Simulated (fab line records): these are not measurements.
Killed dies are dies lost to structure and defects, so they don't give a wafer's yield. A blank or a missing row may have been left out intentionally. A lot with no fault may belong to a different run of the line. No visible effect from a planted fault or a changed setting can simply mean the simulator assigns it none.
Chamber matching :: flow nandHarc :: rieDiel-05 running NHARC_P_ZERO_WELL_DESCUM_13: 4 sister chambers
The step chemistry O2, time 3 s. 8 wafers are shown with their chamber, then 7 later ones without.

== EACH WAFER AND ITS CHAMBER ==
wafer: L078.3
chamber: 1
drypumpMotorCurrentA (A): 5.3
oesProductAu (a.u.): 0.992

wafer: L081.2
chamber: 1
drypumpMotorCurrentA (A): 5.3
oesProductAu (a.u.): 0.996

wafer: L081.3
chamber: 2
drypumpMotorCurrentA (A): 5.1
oesProductAu (a.u.): 1.009

wafer: L083.2
chamber: 3
drypumpMotorCurrentA (A): 5.1
oesProductAu (a.u.): 1.003

wafer: L083.3
chamber: 0
drypumpMotorCurrentA (A): 5.5
oesProductAu (a.u.): 1.022

wafer: L083.5
chamber: 0
drypumpMotorCurrentA (A): 5.5
oesProductAu (a.u.): 1.014

wafer: L084.1
chamber: 2
drypumpMotorCurrentA (A): 5.2
oesProductAu (a.u.): 0.995

wafer: L084.4
chamber: 3
drypumpMotorCurrentA (A): 5.2
oesProductAu (a.u.): 0.996

== WAFERS WITH NO CHAMBER GIVEN ==
wafer: L084.6
drypumpMotorCurrentA (A): 5.3
oesProductAu (a.u.): 0.986

wafer: L095.1
drypumpMotorCurrentA (A): 5.1
oesProductAu (a.u.): 0.996

wafer: L095.2
drypumpMotorCurrentA (A): 5.1
oesProductAu (a.u.): 1.001

wafer: L095.4
drypumpMotorCurrentA (A): 5.1
oesProductAu (a.u.): 1.008

wafer: L096.3
drypumpMotorCurrentA (A): 5.5
oesProductAu (a.u.): 1.015

wafer: L096.5
drypumpMotorCurrentA (A): 5.5
oesProductAu (a.u.): 1.014

wafer: L096.6
drypumpMotorCurrentA (A): 5.2
oesProductAu (a.u.): 0.990

== THE CHAMBER EACH PASSED THROUGH ==
wafer: L084.6
from the rows above: 1
in truth: 1

wafer: L095.1
from the rows above: can't be placed: 3 or 2
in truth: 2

wafer: L095.2
from the rows above: can't be placed: 2 or 3
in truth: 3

wafer: L095.4
from the rows above: can't be placed: 2 or 3
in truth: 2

wafer: L096.3
from the rows above: 0
in truth: 0

wafer: L096.5
from the rows above: 0
in truth: 0

wafer: L096.6
from the rows above: can't be placed: 3 or 1 or 2
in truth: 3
Correctly placed: 3 of 7. These rows do not allow placing 4 (true chamber among the candidates in 4). Wrongly placed: 0.
How it was worked out, from the rows above alone: a wafer's distance from a chamber is the root of the sum, over the readings, of the square of ((its reading less the chamber's mean) divided by the reading's scatter). The wafer belongs to the nearest chamber; if the next one is less than 2 further off, it can't be placed. Each chamber's mean is taken over the wafers shown for it. The scatter: take each reading less its chamber's mean, square it, sum over the shown wafers, divide by the number of wafers less the number of chambers, and take the root.
